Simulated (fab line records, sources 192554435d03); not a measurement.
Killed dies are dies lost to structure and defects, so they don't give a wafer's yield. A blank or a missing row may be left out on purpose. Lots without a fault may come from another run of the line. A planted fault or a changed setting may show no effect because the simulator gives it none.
fab line records | flow n5_finfet
record lots=11 wafers=28 last_day=18
route steps=1938 shown HKMG_FIN@432 BEOL_M4@1111
lots that met no fault: from a run of the same line without faults
start_h: hours from the record's first day to the start of the lot's first wafer shown | wait_h: hours since the lot's step before | " the same as in the row above | L1.1+2: a row that stands for several wafers | - no value, or no start given | * or withheld: withheld | < > ~ a bound
route shown NAME@n: a module of which the file shows steps, and the number in the route of the first | usual: mean/standard deviation of fault-free wafers | same: alike in all rows | chamber/n: place in a boat | sites: the reading at each site | _std_site: their standard deviation | _edge_site: outer sites' mean less inner sites' | radius_mm: how far each site lies from the wafer's centre | mask NAME#n: copy n | behind: the tool/chamber that last shaped the wafer | hold: why the lot was held/for how many hours/how that ended | device: the transistor (n, p or np) that didn't switch | end of line: the same wafers' tests at the end of the route | a step without rows: its recipe alone | killed: dies lost to structure and defects at the first sort, not the wafer's yield | map: a wafer's dies, x killed, . not, _ none there
set.NAME: the setting as run; set.NAME@STEP: as run at that earlier step | model.NAME: the simulator's own value behind a step, which no gauge read
steps of the route over a sample of lots; a table a step, a row a wafer
services: from which hour (start_h, from the record's first day; less than 0 if before it) a tool's chamber was out of use, for how many hours, and why
## steps
# step N5_HKMG_FIN_INSPECT_14
# recipe mode=adi inspect_instrument=macro
# usual raw_defect_count=2.0/1.5
# columns lot.wafer tool chamber start_h wait_h raw_defect_count
L640.4 defect_inspect-01 - 75.38 0.0 1
L640.6 " - " " 0
L641.1 defect_inspect-02 - 85.69 0.0 3
L641.2 " - " " 1
L641.4 " - " " 4
L642.2 defect_inspect-01 - 89.18 0.0 3
L642.3 " - " " 2
L647.2 defect_inspect-02 - 117.76 0.0 1
L647.3 " - " " 3
L647.5 " - " " 2
L648.3 defect_inspect-02 - 126.90 0.0 0
L648.4 " - " " 0
L648.6 " - " " 2
L650.2 defect_inspect-01 - 136.13 0.0 1
L650.4 " - " " 9
L650.6 " - " " 1
L652.2 defect_inspect-01 - 148.63 0.0 3
L652.6 " - " " 1
L654.1 defect_inspect-01 - 160.33 0.0 1
L654.2 " - " " 2
L654.3 " - " " 1
L660.3 defect_inspect-02 - 193.33 0.0 1
L660.5 " - " " 4
L661.2 defect_inspect-01 - 199.95 0.0 3
L661.4 " - " " 3
L662.4 defect_inspect-01 - 211.52 0.0 1
L662.5 " - " " 4
L662.6 " - " " 1
# step N5_HKMG_FIN_ETCH_32
# recipe chemistry=N2/H2 target=SOC target_depth_a=2400 temp_c=40 time_s=300 ion_energy_ev=200 mask_material=SiARC pressure_mtorr=30 source_w=840 bias_w=150 n2_flow_sccm=200 h2_flow_sccm=200
# usual drypump_motor_current_A=5.8/0.42 oes_product_au=0.79/0.11 rf_vpp_V=524.8/2.3 showerhead_plenum_p_Torr=2.57/0.08 throttle_valve_pct=17.81/0.28
# columns lot.wafer tool chamber start_h wait_h drypump_motor_current_A oes_product_au rf_hours_counter_h rf_vpp_V showerhead_plenum_p_Torr throttle_valve_pct
L640.4 rie_diel-05 0 75.50 0.0 5.4 0.65 234 522.9 2.53 18.11
L640.6 " 2 " " 5.7 0.81 - 527.7 2.70 17.95
L641.1 rie_diel-05 1 85.82 0.0 6.1 0.97 5 524.1 2.60 17.39
L641.2 " 3 " " 6.2 0.72 198 521.9 2.54 18.17
L641.4 " 2 " " 5.7 0.82 88 527.3 2.70 17.95
L642.2 rie_diel-04 2 89.31 0.0 5.9 0.84 79 527.8 2.67 17.71
L642.3 " 3 " " 5.4 0.74 200 524.3 2.51 17.94
L647.2 rie_diel-04 2 118.05 0.0 5.9 0.83 87 527.2 2.67 17.71
L647.3 " 1 " " 5.4 0.72 210 526.5 2.64 18.20
L647.5 " 2 " " 5.9 0.83 - 528.0 2.67 17.70
L648.3 rie_diel-04 0 127.02 0.0 5.3 0.71 226 525.4 2.60 18.09
L648.4 " 2 " " 5.8 0.84 89 526.9 2.66 17.73
L648.6 " 0 " " 5.3 0.70 - 526.5 2.60 18.10
L650.2 rie_diel-06 3 136.49 0.0 5.7 0.93 6 526.5 2.61 17.48
L650.4 " 1 " " 6.5 0.72 - 526.5 2.60 17.73
L650.6 " 3 " " 5.7 0.94 - 525.4 2.61 17.48
L652.2 rie_diel-04 0 148.76 0.0 5.3 0.70 233 527.1 2.60 18.12
L652.6 " 1 " " 5.4 0.71 - 524.9 2.64 18.21
L654.1 rie_diel-06 0 160.46 0.0 5.3 0.67 203 520.0 2.40 17.80
L654.2 " 1 " " 6.5 0.71 249 526.6 2.59 17.74
L654.3 " 3 " " 5.7 0.90 15 525.6 2.61 17.50
L660.3 rie_diel-04 2 193.56 0.0 5.8 0.81 112 526.5 2.66 17.75
L660.5 " 2 " " 5.8 0.81 - 526.3 2.66 17.74
L661.2 rie_diel-06 0 200.07 0.0 5.4 0.67 217 519.5 2.40 17.81
L661.4 " 2 " " 6.4 0.93 22 523.9 2.58 17.42
L662.4 rie_diel-04 0 211.64 0.0 5.4 1.01 0 524.6 2.59 17.59
L662.5 " 1 " " 5.4 0.70 - 525.7 2.63 18.25
L662.6 " 2 " " 5.8 0.81 - 526.7 2.65 17.77
# step N5_HKMG_FIN_STRIP_19
# recipe chemistry=N2/H2 power_w=2500 temp_c=300 h2_frac=0.65 time_s=360 pressure_mtorr=withheld n2_flow_sccm=1750 h2_flow_sccm=3250
# usual drypump_motor_current_A=5.7/0.45 heater_power_w=482/26
# columns lot.wafer tool chamber start_h wait_h drypump_motor_current_A heater_power_w rf_hours_counter_h
L640.4 plasma_asher-01 1 76.13 0.1 6.5 457 -
L640.6 " 1 " " 6.4 474 -
L641.1 plasma_asher-02 1 86.32 0.0 5.5 490 85
L641.2 " 0 " " 5.8 459 85
L641.4 " 0 " " 5.8 454 -
L642.2 plasma_asher-02 0 89.81 0.0 5.8 466 86
L642.3 " 0 " " 5.8 458 -
L647.2 plasma_asher-01 1 118.56 0.0 6.4 466 50
L647.3 " 0 " " 5.1 532 -
L647.5 " 1 " " 6.5 480 -
L648.3 plasma_asher-02 1 127.64 0.1 5.4 472 -
L648.4 " 0 " " 5.8 459 -
L648.6 " 1 " " 5.4 501 -
L650.2 plasma_asher-02 1 137.00 0.0 5.5 492 94
L650.4 " 1 " " 5.5 486 -
L650.6 " 1 " " 5.4 483 -
L652.2 plasma_asher-02 0 149.30 0.1 5.8 459 99
L652.6 " 1 " " 5.4 492 -
L654.1 plasma_asher-02 1 160.96 0.0 5.5 490 102
L654.2 " 0 " " 5.8 452 102
L654.3 " 1 " " 5.5 493 -
L660.3 plasma_asher-02 0 194.22 0.1 5.8 456 -
L660.5 " 0 " " 5.8 449 -
L661.2 plasma_asher-02 1 200.58 0.0 5.4 489 110
L661.4 " 1 " " 5.4 486 -
L662.4 plasma_asher-02 1 212.27 0.1 5.5 474 -
L662.5 " 1 " " 5.5 481 -
L662.6 " 0 " " 5.8 445 -
# step N5_HKMG_FIN_ALD_71
# recipe material=TiN target_thk_a=10 temp_c=400 ald_precursor_family=TiCl4 ald_co_reactant=NH3 pulse_time_s=1 purge_time_s=3 co_reactant_purge_time_s=2 co_reactant_pulse_time_s=2 ald_cycles=47 pressure_torr=3
# usual ald_cycles=47/0 heater_power_w=888/100 precursor_pulse_height_rel=1.001/0.021
# same co_reactant_purge_time_s=2
# columns lot.wafer tool chamber start_h wait_h ald_cycles heater_power_w precursor_pulse_height_rel since_wet_clean_h
L640.4 ald_metal-04 2 77.46 0.0 47 755 1.016 2817
L640.6 " 3 " " 47 863 1.008 -
L641.1 ald_metal-04 1 87.78 0.0 47 967 0.999 2828
L641.2 " 0 " " 47 1055 0.963 2828
L641.4 " 2 " " 47 729 0.978 2828
L642.2 ald_metal-03 0 91.28 0.0 47 892 0.994 5908
L642.3 " 1 " " 47 1054 1.007 5908
L647.2 ald_metal-03 3 120.07 0.0 47 738 0.953 5937
L647.3 " 2 " " 47 957 1.022 5937
L647.5 " 1 " " 85 1062 0.988 -
L648.3 ald_metal-04 0 128.98 0.0 47 1068 0.993 2869
L648.4 " 3 " " 47 828 0.969 2869
L648.6 " 3 " " 47 856 0.993 -
L650.2 ald_metal-03 2 138.46 0.0 47 934 0.975 5955
L650.4 " 3 " " 47 720 0.986 5955
L650.6 " 1 " " 85 1057 1.033 -
L652.2 ald_metal-04 3 150.75 0.0 47 829 0.978 2891
L652.6 " 1 " " 47 967 0.996 -
L654.1 ald_metal-04 1 162.42 0.0 47 963 0.997 2902
L654.2 " 3 " " 47 846 0.993 2902
L654.3 " 0 " " 47 1051 1.009 2902
L660.3 ald_metal-02 1 195.90 0.0 47 855 1.019 4474
L660.5 " 1 " " 47 876 0.969 -
L661.2 ald_metal-02 0 202.09 0.0 47 868 1.001 4480
L661.4 " 2 " " 47 801 1.000 4480
L662.4 ald_metal-04 2 213.64 0.0 47 757 0.995 2953
L662.5 " 1 " " 47 956 0.994 -
L662.6 " 0 " " 47 1036 1.009 -
# step N5_BEOL_M4_RC_MEAS_101
# usual DIBL_N=36.1/2 DIBL_P=36.3/2.5 IOFF_N=0.16/0.037 IOFF_P=0.21/0.039 ION_N=678/15 ION_P=465/8.7 SS_N=71.4/0.7 SS_P=73.3/0.74 VT_N=249/3.6 VT_P=-250.0/2.9
# columns lot.wafer tool chamber start_h wait_h DIBL_N[mV/V] DIBL_P[mV/V] IOFF_N[nA/um] IOFF_P[nA/um] ION_N[uA/um] ION_P[uA/um] SS_N[mV/dec] SS_P[mV/dec] VT_N[mV] VT_P[mV]
L640.4 prober-01 0 162.15 0.5 35.5 36.4 0.16 0.26 669 475 72.2 73.6 251 -243.3
L640.6 " 0 " " 33.2 33.5 0.11 0.20 649 462 71.1 72.7 257 -247.6
L641.1 prober-02 0 178.41 0.0 38.3 39.1 0.24 0.29 711 482 71.9 73.6 241 -245.8
L641.2 " 0 " " 35.3 35.5 0.16 0.22 670 465 71.7 71.8 249 -248.4
L641.4 " 0 " " 35.2 36.0 0.16 0.23 671 465 71.8 72.8 245 -249.0
L642.2 prober-01 0 191.52 0.2 35.7 35.4 0.14 0.17 675 457 70.6 73.0 254 -255.2
L642.3 " 0 " " 37.6 37.8 0.18 0.22 674 460 72.1 74.7 249 -249.7
L647.2 prober-02 0 199.78 0.2 32.3 30.4 0.09 0.14 653 459 70.1 71.2 257 -253.7
L647.3 " 0 " " 34.5 33.9 0.12 0.18 666 465 71.4 73.0 251 -250.1
L647.5 " 0 " " 37.8 38.5 0.19 0.25 679 466 71.9 73.8 245 -248.5
L648.3 prober-02 0 233.23 0.3 38.9 40.1 0.20 0.21 675 456 72.3 73.5 250 -253.0
L648.4 " 0 " " 35.9 37.6 0.15 0.18 673 453 71.5 72.7 252 -254.6
L648.6 " 0 " " 36.7 38.4 0.16 0.19 670 452 72.0 72.8 252 -253.3
L650.2 prober-02 0 238.91 0.2 34.5 33.9 0.13 0.19 677 467 71.6 73.5 249 -249.3
L650.4 " 0 " " 36.6 35.8 0.16 0.22 685 462 72.0 73.9 246 -250.9
L650.6 " 0 " " 36.0 35.6 0.18 0.20 690 464 71.9 73.1 244 -250.3
L652.2 prober-02 0 256.44 0.2 38.8 41.2 0.25 0.32 705 485 72.3 73.9 243 -243.5
L652.6 " 0 " " 38.7 39.1 0.23 0.27 697 474 72.0 73.4 244 -249.4
L654.1 prober-01 0 268.83 0.0 38.4 37.4 0.20 0.24 668 460 72.1 74.1 250 -247.2
L654.2 " 0 " " 33.5 33.7 0.13 0.19 669 463 70.5 73.0 251 -248.7
L654.3 " 0 " " 37.6 38.1 0.20 0.26 702 478 71.5 74.3 245 -247.0
L661.2 prober-02 0 306.21 0.2 38.5 39.9 0.21 0.22 685 455 72.0 74.3 248 -252.6
L661.4 " 0 " " 35.2 34.9 0.15 0.16 671 451 70.6 72.9 252 -256.1
L660.3 prober-02 0 318.94 0.3 35.6 35.0 0.15 0.20 675 466 71.8 73.3 250 -247.7
L660.5 " 0 " " 33.9 33.2 0.13 0.20 679 471 70.7 73.0 252 -248.3
L662.4 prober-01 0 325.44 0.5 39.8 41.0 0.25 0.31 702 476 72.3 74.4 242 -245.9
L662.5 " 0 " " 36.3 37.9 0.17 0.25 687 474 71.1 74.2 246 -244.9
L662.6 " 0 " " 37.8 38.1 0.21 0.24 689 460 72.4 74.1 244 -248.1
## services
# columns tool chamber start_h hours kind
ald_metal-02 - 54.74 0.8 repair
rie_diel-06 3 59.63 11.1 repair
rie_diel-04 1 64.66 7.4 repair
rie_diel-06 0 80.80 5.8 repair
ald_metal-02 2 84.62 7.1 repair
rie_diel-05 1 102.88 4.1 repair
rie_diel-06 3 109.47 - clean
rie_diel-06 3 109.47 - consumable_replace:focus_ring
rie_diel-06 3 109.47 17.5 scheduled_down
ald_metal-03 - 129.05 2.8 pm
plasma_asher-01 - 137.25 14.6 pm
ald_metal-04 - 143.52 6.0 pm
ald_metal-02 1 151.25 1.7 repair
ald_metal-02 - 151.83 8.7 pm
rie_diel-05 0 167.07 5.0 repair
rie_diel-04 2 175.54 3.6 repair
plasma_asher-02 - 178.06 0.3 repair
ald_metal-02 - 178.46 6.0 pm
rie_diel-05 1 183.42 12.0 repair
rie_diel-04 0 197.28 - clean
rie_diel-04 0 197.28 - consumable_replace:focus_ring
rie_diel-04 0 197.28 12.2 scheduled_down
rie_diel-04 0 197.28 12.2 vent_cycle
rie_diel-05 - 205.16 0.7 repair
## key
first_sign step=N5_HKMG_FIN_ALD_71 reading=ald_cycles direction=up sigmas=99+ usual=* struck=*
effect none on later readings
met_at N5_HKMG_FIN_ALD_71
struck_lots L647,L650
struck_wafers L647.5,L650.6
not_acting_at N5_HKMG_FIN_INSPECT_14,N5_HKMG_FIN_ETCH_32,N5_HKMG_FIN_STRIP_19
onset_between 91.28 120.07
fault kind=process_parameter_drift tool=ald_metal-03 chamber=1 onset_h=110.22 steps=N5_HKMG_FIN_ALD_71 channel=ald_cycles offset=* shape=step end_h=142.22 acts_in=* stated=*
